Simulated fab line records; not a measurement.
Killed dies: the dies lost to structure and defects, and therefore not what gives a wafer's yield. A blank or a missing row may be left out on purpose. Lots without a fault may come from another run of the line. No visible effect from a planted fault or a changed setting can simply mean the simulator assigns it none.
Which tool was responsible? / flow n5Finfet / 24 lots, 72 wafers sampled, at 2 steps of a route of 1938

## WHAT EACH GAUGE READ, for each wafer
N5_BEOL_M7_INSPECT_30: inspects for defects (brightfield). Usual: 413 for rawDefectCount, sd 99.
lot=L075; measured=day 9 13:59; on=defectInspect-01; rawDefectCount=598 454 383; flag=
lot=L074; measured=day 9 20:35; on=defectInspect-01; rawDefectCount=396 299 421; flag=
lot=L076; measured=day 10 09:11; on=defectInspect-01; rawDefectCount=331 320 550; flag=
lot=L077; measured=day 10 09:01; on=defectInspect-02; rawDefectCount=459 546 434; flag=
lot=L078; measured=day 10 19:53; on=defectInspect-01; rawDefectCount=332 281 363; flag=
lot=L079; measured=day 11 10:46; on=defectInspect-02; rawDefectCount=442 523 410; flag=
lot=L082; measured=day 11 23:19; on=defectInspect-01; rawDefectCount=293 473 346; flag=
lot=L081; measured=day 12 01:29; on=defectInspect-01; rawDefectCount=578 355 318; flag=
lot=L080; measured=day 12 10:52; on=defectInspect-02; rawDefectCount=349 391 432; flag=
lot=L083; measured=day 12 11:02; on=defectInspect-01; rawDefectCount=361 477 431; flag=
lot=L084; measured=day 12 11:45; on=defectInspect-02; rawDefectCount=335 380 369; flag=
lot=L085; measured=day 12 12:53; on=defectInspect-01; rawDefectCount=462 508 425; flag=
lot=L086; measured=day 13 00:01; on=defectInspect-02; rawDefectCount=330 463 478; flag=
lot=L088; measured=day 13 18:18; on=defectInspect-02; rawDefectCount=336 326 355; flag=
lot=L087; measured=day 13 21:31; on=defectInspect-02; rawDefectCount=393 265 529; flag=
lot=L091; measured=day 14 01:16; on=defectInspect-01; rawDefectCount=389 425 415; flag=
lot=L089; measured=day 14 06:54; on=defectInspect-02; rawDefectCount=412 472 394; flag=
lot=L092; measured=day 15 01:14; on=defectInspect-02; rawDefectCount=246 257 331; flag=
lot=L090; measured=day 15 03:09; on=defectInspect-02; rawDefectCount=425 297 263; flag=
lot=L093; measured=day 15 06:17; on=defectInspect-02; rawDefectCount=330 555 387; flag=
lot=L095; measured=day 16 09:08; on=defectInspect-02; rawDefectCount=374 371 489; flag=
lot=L094; measured=day 16 09:05; on=defectInspect-02; rawDefectCount=308 402 397; flag=
lot=L096; measured=day 16 09:19; on=defectInspect-02; rawDefectCount=464 375 382; flag=
lot=L097; measured=day 16 12:15; on=defectInspect-01; rawDefectCount=500 607 447; flag=

## TOOL THAT RAN EACH LOT (tool first, then ch and the chambers of the sampled wafers, then the start)
lot=L075; N5_BEOL_M7_HM_DEP_02=pvdSputter-01, day 9 10:32
lot=L074; N5_BEOL_M7_HM_DEP_02=pvdSputter-03, day 9 19:09
lot=L076; N5_BEOL_M7_HM_DEP_02=pvdSputter-01, day 10 03:38
lot=L077; N5_BEOL_M7_HM_DEP_02=pvdSputter-01, day 10 04:31
lot=L078; N5_BEOL_M7_HM_DEP_02=pvdSputter-03, day 10 17:17
lot=L079; N5_BEOL_M7_HM_DEP_02=pvdSputter-01, day 11 07:34
lot=L082; N5_BEOL_M7_HM_DEP_02=pvdSputter-03, day 11 16:36
lot=L081; N5_BEOL_M7_HM_DEP_02=pvdSputter-02, day 11 22:26
lot=L080; N5_BEOL_M7_HM_DEP_02=pvdSputter-01, day 12 06:53
lot=L083; N5_BEOL_M7_HM_DEP_02=pvdSputter-01, day 12 07:28
lot=L084; N5_BEOL_M7_HM_DEP_02=pvdSputter-03, day 12 07:35
lot=L085; N5_BEOL_M7_HM_DEP_02=pvdSputter-02, day 12 11:27
lot=L086; N5_BEOL_M7_HM_DEP_02=pvdSputter-01, day 12 21:14
lot=L088; N5_BEOL_M7_HM_DEP_02=pvdSputter-02, day 13 16:08
lot=L087; N5_BEOL_M7_HM_DEP_02=pvdSputter-01, day 13 18:58
lot=L091; N5_BEOL_M7_HM_DEP_02=pvdSputter-01, day 13 22:22
lot=L089; N5_BEOL_M7_HM_DEP_02=pvdSputter-02, day 14 04:34
lot=L092; N5_BEOL_M7_HM_DEP_02=pvdSputter-01, day 14 21:56
lot=L090; N5_BEOL_M7_HM_DEP_02=pvdSputter-01, day 14 22:23
lot=L093; N5_BEOL_M7_HM_DEP_02=pvdSputter-01, day 15 00:54
lot=L095; N5_BEOL_M7_HM_DEP_02=pvdSputter-03, day 16 05:01
lot=L094; N5_BEOL_M7_HM_DEP_02=pvdSputter-03, day 16 05:17
lot=L096; N5_BEOL_M7_HM_DEP_02=pvdSputter-02, day 16 06:11
lot=L097; N5_BEOL_M7_HM_DEP_02=pvdSputter-02, day 16 09:24
- N5_BEOL_M7_HM_DEP_02: deposits TiN, target thk 20 nm.

## AS READ BY THE TOOLS THEMSELVES (means over the sampled wafers that have a number; for cases with no such wafer, the mark the record gives instead)
N5_BEOL_M7_HM_DEP_02. Usual: chamberPressurePa 0.5000 Pa, standard deviation 0.0011; throttleValvePct 30.8 %, standard deviation 1.
lot=L075; tool=pvdSputter-01; chamberPressurePa (Pa)=0.4995; throttleValvePct (%)=30.8; flag=
lot=L074; tool=pvdSputter-03; chamberPressurePa (Pa)=0.5002; throttleValvePct (%)=30.8; flag=
lot=L076; tool=pvdSputter-01; chamberPressurePa (Pa)=0.5001; throttleValvePct (%)=30.8; flag=
lot=L077; tool=pvdSputter-01; chamberPressurePa (Pa)=0.4995; throttleValvePct (%)=30.3; flag=
lot=L078; tool=pvdSputter-03; chamberPressurePa (Pa)=0.5006; throttleValvePct (%)=30.4; flag=
lot=L079; tool=pvdSputter-01; chamberPressurePa (Pa)=0.4997; throttleValvePct (%)=31.2; flag=
lot=L082; tool=pvdSputter-03; chamberPressurePa (Pa)=0.4999; throttleValvePct (%)=30.1; flag=
lot=L081; tool=pvdSputter-02; chamberPressurePa (Pa)=0.4998; throttleValvePct (%)=30.8; flag=
lot=L080; tool=pvdSputter-01; chamberPressurePa (Pa)=0.4999; throttleValvePct (%)=30.8; flag=
lot=L083; tool=pvdSputter-01; chamberPressurePa (Pa)=0.4993; throttleValvePct (%)=30.9; flag=
lot=L084; tool=pvdSputter-03; chamberPressurePa (Pa)=0.4992; throttleValvePct (%)=29.5; flag=
lot=L085; tool=pvdSputter-02; chamberPressurePa (Pa)=0.5008; throttleValvePct (%)=31.9; flag=
lot=L086; tool=pvdSputter-01; chamberPressurePa (Pa)=0.5000; throttleValvePct (%)=31.0; flag=
lot=L088; tool=pvdSputter-02; chamberPressurePa (Pa)=0.5012; throttleValvePct (%)=30.8; flag=
lot=L087; tool=pvdSputter-01; chamberPressurePa (Pa)=0.5000; throttleValvePct (%)=31.2; flag=
lot=L091; tool=pvdSputter-01; chamberPressurePa (Pa)=0.5021; throttleValvePct (%)=30.8; flag=
lot=L089; tool=pvdSputter-02; chamberPressurePa (Pa)=0.4999; throttleValvePct (%)=30.5; flag=
lot=L092; tool=pvdSputter-01; chamberPressurePa (Pa)=0.5004; throttleValvePct (%)=30.9; flag=
lot=L090; tool=pvdSputter-01; chamberPressurePa (Pa)=0.4992; throttleValvePct (%)=30.0; flag=
lot=L093; tool=pvdSputter-01; chamberPressurePa (Pa)=0.5006; throttleValvePct (%)=31.1; flag=
lot=L095; tool=pvdSputter-03; chamberPressurePa (Pa)=0.4998; throttleValvePct (%)=30.4; flag=
lot=L094; tool=pvdSputter-03; chamberPressurePa (Pa)=0.4993; throttleValvePct (%)=30.8; flag=
lot=L096; tool=pvdSputter-02; chamberPressurePa (Pa)=0.4994; throttleValvePct (%)=30.6; flag=
lot=L097; tool=pvdSputter-02; chamberPressurePa (Pa)=0.4992; throttleValvePct (%)=31.3; flag=

## THE ANSWER, worked out from the rows above alone
Rule: take the mean of a lot's wafers that have a number; if it is more than 3 standard deviations from the usual mean, the lot is off. Also off: a lot with no number at a reading for which 4 or more lots have one. Where the step has rows for the other lots, those lots are counted as sound. First the gauges in route order, then the tools' own readings, where a lot's mean is used as printed above. At the first step where some lot is off, the reading lying furthest off is the one used; lots without a number count as furthest.
Across all readings shown, no lot is off: no conclusion can be drawn from this.

## WHAT HAD BEEN PUT IN BY THE SIMULATOR
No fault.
